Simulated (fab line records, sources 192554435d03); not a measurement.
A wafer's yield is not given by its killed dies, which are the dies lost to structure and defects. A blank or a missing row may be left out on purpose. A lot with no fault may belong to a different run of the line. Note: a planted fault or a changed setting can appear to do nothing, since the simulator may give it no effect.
fab line records + flow n5-finfet
record:
- lots: 3
- wafers: 9
- last-day: 15
route steps=1938 shown STI_FIN_REVEAL@203 DUMMY_GATE@212 BEOL_M4@1111 PASSIVATION@1936
lots untouched by any fault: they come from a run of this same line in which no faults occurred
start-h: hours from the record's first day to the start of the lot's first wafer shown + wait-h: time in hours since the lot's previous step + " same as the row above + L1.1+2: several wafers, shown together as one row + - no value present, or no start provided + * or withheld: withheld + < > ~ a bound
route shown NAME@n: names a module that has steps shown in the file, with the first one's number in the route + usual: mean/standard deviation taken from wafers without a fault + same: alike in all rows + chamber/n: place in a boat + sites: per-site readings + _std_site: standard deviation across them + _edge_site: the outer-site mean with the inner-site mean subtracted + radius-mm: how far each site lies from the wafer's centre + mask NAME#n: copy n + behind: tool/chamber where the wafer was last shaped + hold: why the lot went on hold/how many hours it stayed there/how the hold came to an end + device: the transistor (n, p or np) that didn't switch + end of line: the same wafers' tests at the end of the route + step lacking rows: just its recipe + killed: count of dies lost to structure and defects at first sort (not the wafer's yield) + map: dies across one wafer; x = killed, . = not, _ = none there
set.NAME: the setting as run; set.NAME@STEP: as run at that earlier step + model.NAME: the simulator's own value behind a step, which no gauge read
lots at some steps of the route; a table a step, a row a wafer
services: when a tool's chamber went out of use (start-h, in hours from the record's first day, below 0 if earlier), for how many hours, and the reason
== steps ==
step: N5_STI_FIN_REVEAL_SRD_21
recipe:
- dry: ipa-marangoni
- time-s: 30
- temp-c: 23
- rinse-liquid: diw
step: N5_STI_FIN_REVEAL_OXIDATION_33
recipe:
- chemistry: O2_PLASMA_REMOTE
- temp-c: 150
- time-s: 20
- pressure-mtorr: 1000
- source-power-w: 2000
- o2-flow-sccm: 3000
step: N5_STI_FIN_REVEAL_CLEAN_19
recipe:
- chemistry: O3/DIW
- temp-c: 25
- time-s: 120
- o3-ppm: 10
step: N5_STI_FIN_REVEAL_SRD_23
recipe:
- dry: ipa-marangoni
- time-s: 30
- temp-c: 23
- rinse-liquid: diw
step: N5_STI_FIN_REVEAL_PRECLEAN_18
recipe:
- chemistry: SC2
- time-s: 45
- temp-c: 35
- mix: 1:1:50
step: N5_STI_FIN_REVEAL_SRD_28
recipe:
- dry: ipa-marangoni
- time-s: 30
- temp-c: 23
- rinse-liquid: diw
step: N5_DUMMY_GATE_PRECLEAN_00
recipe:
- chemistry: O3/DIW
- time-s: 60
- temp-c: 22
- o3-ppm: 10
step: N5_DUMMY_GATE_SRD_01
recipe:
- time-s: 30
- temp-c: 23
- rinse-liquid: diw
- dry: ipa-marangoni
step: N5_DUMMY_GATE_ALD_02
recipe:
- material: SiO2
- target-thk-a: 20
- temp-c: 300
- ald-precursor-family: BDEAS
- ald-co-reactant: O2-plasma
- pulse-time-s: 1
- pressure-torr: 2
step: N5_DUMMY_GATE_CVD_03
recipe:
- material: a-Si
- target-thk-a: 1500
- temp-c: 530
- precursor: SiH4
- time-s: 8042
usual:
- spike-tc-bottom-C: 551.6/1.5
- spike-tc-centre-C: 530.4/0.72
| lot.wafer | tool     | chamber | start-h | wait-h | spike-tc-bottom-C | spike-tc-centre-C |
|-----------|----------|---------|---------|--------|-------------------|-------------------|
| L732.1    | lpcvd-01 | 1/15    | 119.21  | 0.1    | -                 | -                 |
| L732.2    | "        | 1/20    | "       | "      | -                 | -                 |
| L732.4    | "        | 1/29    | "       | "      | -                 | -                 |
| L731.1    | lpcvd-02 | 1/15    | 121.99  | 2.6    | 551.0             | 531.5             |
| L731.3    | "        | 1/25    | "       | "      | 551.0             | 531.5             |
| L731.5    | "        | 1/34    | "       | "      | 551.0             | 531.5             |
| L736.3    | lpcvd-01 | 1/25    | 142.52  | 1.3    | 553.4             | 530.0             |
| L736.4    | "        | 1/29    | "       | "      | 553.4             | 530.0             |
| L736.5    | "        | 1/34    | "       | "      | 553.4             | 530.0             |
step: N5_DUMMY_GATE_PRECLEAN_46
recipe:
- chemistry: DIW
- time-s: 89.5
- temp-c: 23
step: N5_DUMMY_GATE_SRD_47
recipe:
- dry-time-s: 32
- dry: n2-spin
- spin-rpm: 1500
step: N5_DUMMY_GATE_CMP_04
recipe:
- material: a-Si
- post-cmp-clean: alkaline-brush
step: N5_DUMMY_GATE_THK_MEAS_05
usual:
- thk-nm: 72.4/1.7
| lot.wafer | tool          | chamber | start-h | wait-h | thk-nm |
|-----------|---------------|---------|---------|--------|--------|
| L732.1    | film-metro-02 | -       | 125.02  | 0.1    | 2.0    |
| L732.2    | "             | -       | "       | "      | 2.0    |
| L732.4    | "             | -       | "       | "      | 2.0    |
| L731.1    | film-metro-01 | -       | 125.96  | 0.2    | 73.0   |
| L731.3    | "             | -       | "       | "      | 74.3   |
| L731.5    | "             | -       | "       | "      | 72.3   |
| L736.3    | film-metro-01 | -       | 146.49  | 0.1    | 71.9   |
| L736.4    | "             | -       | "       | "      | 71.8   |
| L736.5    | "             | -       | "       | "      | 72.6   |
step: N5_DUMMY_GATE_HM_DEP_06
recipe:
- material: SiNx
- target-thk-a: 800
- precursor: DCS/NH3
- temp-c: 700
- pressure-mtorr: 300
- time-s: 5141
step: N5_DUMMY_GATE_PECVD_30
recipe:
- material: SiO2
- target-thk-a: 550
- temp-c: 400
- precursor: TEOS/O2
- pressure-torr: 6.5
- rf-w: withheld
- teos-flow-sccm: withheld
- gas: O2
- flow-sccm: 2650
- time-s: 10.8
step: N5_DUMMY_GATE_COAT_34
recipe:
- resist: SOC
- temp-c: 250
- time-s: 60
- spin-rpm: 1500
- resist-thk-nm: 60
step: N5_DUMMY_GATE_COAT_35
recipe:
- resist: SiARC
- temp-c: 220
- time-s: 60
- spin-rpm: 1500
- resist-thk-nm: 10
step: N5_DUMMY_GATE_COAT_28
recipe:
- resist: underlayer
- temp-c: 205
- time-s: 60
- spin-rpm: 1500
- resist-thk-nm: 10
step: N5_DUMMY_GATE_COAT_09
recipe:
- resist: CAR-EUV
- spin-rpm: 1500
- resist-thk-nm: 30
step: N5_DUMMY_GATE_EBR_11
recipe:
- solvent: PGMEA
- ebr-width-mm: 1.5
step: N5_DUMMY_GATE_SOFTBAKE_10
recipe:
- temp-c: 110
- time-s: 60
- resist: CAR-EUV
step: N5_DUMMY_GATE_EXPOSE_12
recipe:
- mask-id: GATE
- na: 0.33
- source-shape: annular
- sigma-inner: 0.2
- sigma-outer: 0.6
- polarization: unpolarized
- target-cd-nm: 25
- dose-mj: 34
step: N5_DUMMY_GATE_PEB_13
recipe:
- peb-temp-c: 100
- peb-time-s: 60
- resist: CAR-EUV
step: N5_DUMMY_GATE_DEVELOP_14
recipe:
- develop-time-s: 30
- developer: TMAH
- resist: CAR-EUV
- rinse-liquid: surfactant-rinse
- dry: air-spin
- dev-temp-c: 23
step: N5_DUMMY_GATE_DESCUM_20
recipe:
- chemistry: O2
- time-s: 6.2
- source-power-w: 50
- bias-power-w: 20
- pressure-mtorr: 20
- rf-frequency-hz: 2.712e+07
- temp-c: 40
- resist: CAR-EUV
- o2-flow-sccm: 225
step: N5_DUMMY_GATE_ETCH_29
recipe:
- chemistry: N2/H2
- target: underlayer
- target-depth-a: 130
- ion-energy-ev: 200
- pressure-mtorr: 30
- source-w: 840
- bias-w: 150
- n2-flow-sccm: 200
- h2-flow-sccm: 200
step: N5_DUMMY_GATE_ETCH_36
recipe:
- chemistry: CF4
- target: SiARC
- target-depth-a: 130
- pressure-mtorr: 40
- source-w: 545
- bias-w: 36
- Ar_flow_sccm: 100
- cf4-flow-sccm: 100
- ion-energy-ev: 80
step: N5_DUMMY_GATE_ETCH_37
recipe:
- chemistry: N2/H2
- target: SOC
- target-depth-a: 600
- overetch-a: 300
- temp-c: 40
- ion-energy-ev: 200
- pressure-mtorr: 30
- source-w: 840
- bias-w: 150
- n2-flow-sccm: 200
- h2-flow-sccm: 200
step: N5_DUMMY_GATE_STRIP_38
recipe:
- chemistry: N2/H2
- temp-c: 40
- n2-flow-sccm: 200
- h2-flow-sccm: 200
- rf-frequency-hz: 6e+07
step: N5_DUMMY_GATE_STRIP_39
recipe:
- chemistry: N2/H2
- temp-c: 40
- n2-flow-sccm: 200
- h2-flow-sccm: 200
- rf-frequency-hz: 6e+07
step: N5_DUMMY_GATE_TRIM_49
recipe:
- chemistry: O2
- resist: SOC
- time-s: 29
- target-cd-nm: 14
- source-power-w: 300
- bias-power-w: 0
- O2_flow_sccm: 100
- temp-c: 20
step: N5_DUMMY_GATE_STRIP_40
recipe:
- chemistry: CF4
- resist: SiARC
- power-w: 300
- bias-power-w: 75
- pressure-mtorr: 50
- cf4-flow-sccm: 150
- rf-frequency-hz: 6e+07
step: N5_DUMMY_GATE_ETCH_31
recipe:
- chemistry: C4F6/O2
- target: SiO2
- mask-material: SOC
- target-depth-a: 825
- time-s: 27.5
- ion-energy-ev: 250
- pressure-mtorr: 30
- source-w: 345
- bias-w: 185
- Ar_flow_sccm: 300
- C4F6_flow_sccm: 10
- O2_flow_sccm: 10
step: N5_DUMMY_GATE_STRIP_41
recipe:
- chemistry: O2
- power-w: 400
- temp-c: 40
- pressure-mtorr: 30
- rf-frequency-hz: 6e+07
- bias-power-w: 0
- overash-fraction: 0.3
- o2-flow-sccm: 225
step: N5_DUMMY_GATE_ETCH_44
recipe:
- chemistry: HBr/O2
- over-etch-frac: 0.7
- target-depth-a: 1275
- stop-on: SiO2
- ion-energy-ev: 60
- bias-w: 20
- target: poly-Si
- mask-material: SiO2
- pressure-mtorr: 20
- icp-w: 400
- HBr_flow_sccm: 120
- O2_flow_sccm: 10
usual:
- drypump-motor-current-A: 5.7/0.53
- oes-product-au: 0.734/0.015
- throttle-valve-pct: 18.37/0.21
| lot.wafer | tool      | chamber | start-h | wait-h | drypump-motor-current-A | oes-product-au | rf-hours-counter-h | throttle-valve-pct | model.DUMMY_GATE.feature-depth-nm |
|-----------|-----------|---------|---------|--------|-------------------------|----------------|--------------------|--------------------|-----------------------------------|
| L732.1    | rie-si-02 | 2       | 131.25  | 0.0    | 5.7                     | 0.755          | 89                 | 18.60              | 75.8                              |
| L732.2    | "         | 3       | "       | "      | 4.7                     | 0.747          | 3                  | 18.08              | 75.6                              |
| L732.4    | "         | 0       | "       | "      | 5.7                     | 0.755          | 6                  | 18.44              | 76.6                              |
| L731.1    | rie-si-01 | 2       | 137.67  | 0.0    | 6.5                     | 0.742          | 169                | 18.51              | 73                                |
| L731.3    | "         | 1       | "       | "      | 5.6                     | 0.742          | 109                | 18.67              | 74.2                              |
| L731.5    | "         | 1       | "       | "      | 5.6                     | 0.746          | -                  | 18.65              | 72.2                              |
| L736.3    | rie-si-01 | 0       | 152.42  | 0.0    | 5.9                     | 0.741          | 178                | 18.08              | 72                                |
| L736.4    | "         | 1       | "       | "      | 5.6                     | 0.729          | 109                | 18.66              | 71.8                              |
| L736.5    | "         | 3       | "       | "      | 5.8                     | 0.742          | -                  | 18.22              | 72.6                              |
step: N5_DUMMY_GATE_CD_MEAS_24
recipe:
- target-cd-nm: 15
usual:
- cd-nm: 15.2/0.5
| lot.wafer | tool      | chamber | start-h | wait-h | cd-nm |
|-----------|-----------|---------|---------|--------|-------|
| L732.1    | cd-sem-01 | -       | 131.36  | 0.1    | -     |
| L732.2    | "         | -       | "       | "      | -     |
| L732.4    | "         | -       | "       | "      | -     |
| L731.1    | cd-sem-01 | -       | 137.78  | 0.1    | 15.6  |
| L731.3    | "         | -       | "       | "      | 14.8  |
| L731.5    | "         | -       | "       | "      | 14.6  |
| L736.3    | cd-sem-03 | -       | 152.54  | 0.1    | 15.5  |
| L736.4    | "         | -       | "       | "      | 14.7  |
| L736.5    | "         | -       | "       | "      | 15.2  |
step: N5_BEOL_M4_RC_MEAS_101
usual:
- DIBL_N: 36.0/2
- DIBL_P: 35.9/2.5
- IOFF_N: 0.16/0.038
- IOFF_P: 0.21/0.04
- ION_N: 675/14
- ION_P: 462/9.4
- SS_N: 71.5/0.75
- SS_P: 73.2/0.74
- VT_N: 250/3.9
- VT_P: -251/3.2
| lot.wafer | tool      | chamber | start-h | wait-h | DIBL_N[mV/V] | DIBL_P[mV/V] | IOFF_N[nA/um] | IOFF_P[nA/um] | ION_N[uA/um] | ION_P[uA/um] | SS_N[mV/dec] | SS_P[mV/dec] | VT_N[mV] | VT_P[mV] |
|-----------|-----------|---------|---------|--------|--------------|--------------|---------------|---------------|--------------|--------------|--------------|--------------|----------|----------|
| L731.1    | prober-01 | 0       | 249.48  | 0.0    | 35.1         | 35.8         | 0.15          | 0.17          | 678          | 465          | 70.9         | 72.8         | 249      | -254     |
| L731.3    | "         | 0       | "       | "      | 36.9         | 37.5         | 0.18          | 0.20          | 678          | 464          | 71.6         | 73.8         | 246      | -254     |
| L731.5    | "         | 0       | "       | "      | 37.2         | 38.8         | 0.17          | 0.21          | 688          | 463          | 71.5         | 73.6         | 249      | -255     |
| L736.3    | prober-02 | 0       | 270.17  | 0.3    | 35.7         | 37.3         | 0.16          | 0.21          | 669          | 464          | 71.5         | 73.7         | 249      | -246     |
| L736.4    | "         | 0       | "       | "      | 34.4         | 36.1         | 0.13          | 0.18          | 686          | 473          | 71.0         | 73.1         | 256      | -251     |
| L736.5    | "         | 0       | "       | "      | 33.3         | 34.8         | 0.12          | 0.18          | 656          | 459          | 71.2         | 72.7         | 255      | -253     |
step: N5_PASSIVATION_PROBE_49
usual:
- defect-limited-yield: 91.3/1.5
- killed_at_M0_to_M3: 33/12
- killed_at_M4_up: 15/5.2
- killed-at-contacts: 12/5.1
- killed-at-front-end: 39/11
- killed-at-other: 5/3.6
- killed-dies: 103/18
- killed-on-rim: 14/4.3
- killed-open: 67/13
- killed-short: 33/7.8
- sort_bin_5_function: 5.1/0.96
- sort_bin_6_memory: 3.2/0.71
- sort-n-pass: 1077/18
- sort-yield-pct: 91.3/1.5
same:
- gross-dies: 1180
- killed-at-back-side: 0
- sort_bin_4_leakage[%]: 0
- sort_bin_8_speed[%]: 0
| lot.wafer | tool      | chamber | start-h | wait-h | defect-limited-yield[%] | killed_at_M0_to_M3 | killed_at_M4_up | killed-at-contacts | killed-at-front-end | killed-at-other | killed-dies | killed-on-rim | killed-open | killed-short | sort_bin_5_function[%] | sort_bin_6_memory[%] | sort-n-pass | sort-yield-pct[%] |
|-----------|-----------|---------|---------|--------|-------------------------|--------------------|-----------------|--------------------|---------------------|-----------------|-------------|---------------|-------------|--------------|------------------------|----------------------|-------------|-------------------|
| L732.1    | prober-02 | -       | 348.79  | 0.0    | 0                       | 7                  | 4               | 5                  | 1162                | 2               | 1180        | 152           | 24          | 7            | 74.7                   | 2.9                  | 0           | 0                 |
| L732.2    | prober-02 | -       | 348.84  | 0.1    | 0                       | 6                  | 1               | 3                  | 1164                | 6               | 1180        | 152           | 8           | 12           | 70.8                   | 2.8                  | 0           | 0                 |
| L732.4    | prober-02 | -       | 348.94  | 0.2    | 0                       | 3                  | 2               | 1                  | 1173                | 1               | 1180        | 152           | 11          | 7            | 72.0                   | 3.5                  | 0           | 0                 |
killed by level:class
L732.1 DUMMY_GATE:lost-pattern=1144 DUMMY_GATE:area-cvd=5 FIN_SAQP:geometric-particle:open=4 MOL_CONTACT_COAG:geometric-particle:open=4 STI_FIN_REVEAL:geometric-particle:open=3 GATE_CUT:geometric-particle:short=2 BEOL_M0_SAQP:geometric-particle:short=2 BEOL_M2:geometric-particle:open=2
L732.2 DUMMY_GATE:lost-pattern=1154 DUMMY_GATE:area-cvd=6 MOL_CONTACT_COAG:geometric-particle:short=3 BEOL_M1:geometric-particle:open=2 BEOL_M0_SAQP:geometric-particle:short=2 MIM_TOP:geometric-particle:open=2 PAD_METAL:geometric-particle:short=2 FIN_SAQP:geometric-particle:short=1
L732.4 DUMMY_GATE:lost-pattern=1158 DUMMY_GATE:area-cvd=4 FIN_SAQP:geometric-particle:open=3 FIN_SAQP:geometric-particle:short=3 STI_FIN_REVEAL:geometric-particle:open=3 STI_FIN_REVEAL:geometric-particle:short=1 GATE_CUT:geometric-particle:short=1 MOL_CONTACT_COAG:geometric-particle:open=1
map L732.1 (x killed, . not)
_________________xxxxxxxxxxxx________________
______________xxxxxxxxxxxxxxxxxx_____________
___________xxxxxxxxxxxxxxxxxxxxxxxx__________
__________xxxxxxxxxxxxxxxxxxxxxxxxxx_________
________xxxxxxxxxxxxxxxxxxxxxxxxxxxxxx_______
_______xxxxxxxxxxxxxxxxxxxxxxxxxxxxxxxx______
______xxxxxxxxxxxxxxxxxxxxxxxxxxxxxxxxxx_____
_____xxxxxxxxxxxxxxxxxxxxxxxxxxxxxxxxxxxx____
____xxxxxxxxxxxxxxxxxxxxxxxxxxxxxxxxxxxxxx___
___xxxxxxxxxxxxxxxxxxxxxxxxxxxxxxxxxxxxxxxx__
___xxxxxxxxxxxxxxxxxxxxxxxxxxxxxxxxxxxxxxxx__
__xxxxxxxxxxxxxxxxxxxxxxxxxxxxxxxxxxxxxxxxxx_
__xxxxxxxxxxxxxxxxxxxxxxxxxxxxxxxxxxxxxxxxxx_
_xxxxxxxxxxxxxxxxxxxxxxxxxxxxxxxxxxxxxxxxxxxx
_xxxxxxxxxxxxxxxxxxxxxxxxxxxxxxxxxxxxxxxxxxxx
_xxxxxxxxxxxxxxxxxxxxxxxxxxxxxxxxxxxxxxxxxxxx
_xxxxxxxxxxxxxxxxxxxxxxxxxxxxxxxxxxxxxxxxxxxx
_xxxxxxxxxxxxxxxxxxxxxxxxxxxxxxxxxxxxxxxxxxxx
_xxxxxxxxxxxxxxxxxxxxxxxxxxxxxxxxxxxxxxxxxxxx
_xxxxxxxxxxxxxxxxxxxxxxxxxxxxxxxxxxxxxxxxxxxx
_xxxxxxxxxxxxxxxxxxxxxxxxxxxxxxxxxxxxxxxxxxxx
__xxxxxxxxxxxxxxxxxxxxxxxxxxxxxxxxxxxxxxxxxx_
__xxxxxxxxxxxxxxxxxxxxxxxxxxxxxxxxxxxxxxxxxx_
___xxxxxxxxxxxxxxxxxxxxxxxxxxxxxxxxxxxxxxxx__
___xxxxxxxxxxxxxxxxxxxxxxxxxxxxxxxxxxxxxxxx__
____xxxxxxxxxxxxxxxxxxxxxxxxxxxxxxxxxxxxxx___
_____xxxxxxxxxxxxxxxxxxxxxxxxxxxxxxxxxxxx____
______xxxxxxxxxxxxxxxxxxxxxxxxxxxxxxxxxx_____
_______xxxxxxxxxxxxxxxxxxxxxxxxxxxxxxxx______
________xxxxxxxxxxxxxxxxxxxxxxxxxxxxxx_______
__________xxxxxxxxxxxxxxxxxxxxxxxxxx_________
___________xxxxxxxxxxxxxxxxxxxxxxxx__________
______________xxxxxxxxxxxxxxxxxx_____________
_________________xxxxxxxxxxxx________________
map L731.1 (x killed, . not)
_________________............________________
______________.................._____________
___________x.......................__________
__________..............x.........x._________
________.x...x........x..............._______
_______.............................x..______
______............x....................._____
_____.x.......x....x.........x...........____
____.................x........x.......x..x___
___.......................x......x...xx..x.__
___.....x................xx.......x.......x__
__.....x.................................x.._
__....x.........x..........x.x.............._
_....x....................x..................
_...x........................x...............
_.............x........................x.....
_........x........x..........x...............
_............................x.........x..x..
_.............x..............................
_...........x.............................x..
_x....x...x..................................
__.........................xx..............._
__.........................................._
___....................x.........x.........__
___......x..x....x.....x.x..............x..__
____........x.............................___
_____...x.........x....................x.____
______..x.......x...........x........x.._____
_______.........xx.....x.........x.....______
________.....................x........_______
__________...x.....x.......xx......._________
___________......x.................__________
______________..x..............._____________
_________________.....x......________________
== services ==
| tool      | chamber | start-h | hours | kind   |
|-----------|---------|---------|-------|--------|
| rie-si-01 | -       | 100.82  | 0.3   | repair |
| lpcvd-01  | -       | 136.41  | 6.1   | pm     |
| rie-si-02 | 2       | 137.22  | 8.0   | repair |
== key ==
first-sign:
- step: N5_DUMMY_GATE_CVD_03
- reading: tool-record
- direction: missing
effect:
- step: N5_DUMMY_GATE_THK_MEAS_05
- reading: thk-nm
- direction: down
- sigmas: 41
- usual: *
- struck: *
effect:
- step: N5_DUMMY_GATE_CD_MEAS_24
- reading: cd-nm
- direction: missing
effect:
- step: N5_PASSIVATION_PROBE_49
- reading: killed-at-front-end
- direction: up
- sigmas: 99+
- usual: 39
- struck: 1166
model-effect:
- step: N5_DUMMY_GATE_ETCH_44
- value: DUMMY_GATE.feature-depth-nm
- without: 73.07
- struck: 76
met-at N5_DUMMY_GATE_CVD_03
struck-wafers L732.1,L732.2,L732.4
later-rows-left-out L732.1,L732.2,L732.4
fault:
- kind: skipped-step-whole
- tool: lpcvd-01,lpcvd-02
- chamber: -
- onset-h: 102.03
- steps: N5_DUMMY_GATE_CVD_03
- scope: struck-lots-only
later-rows-left-out: the simulator's readings of these wafers behind a module that went badly wrong aren't trusted and aren't shown, but for the sort
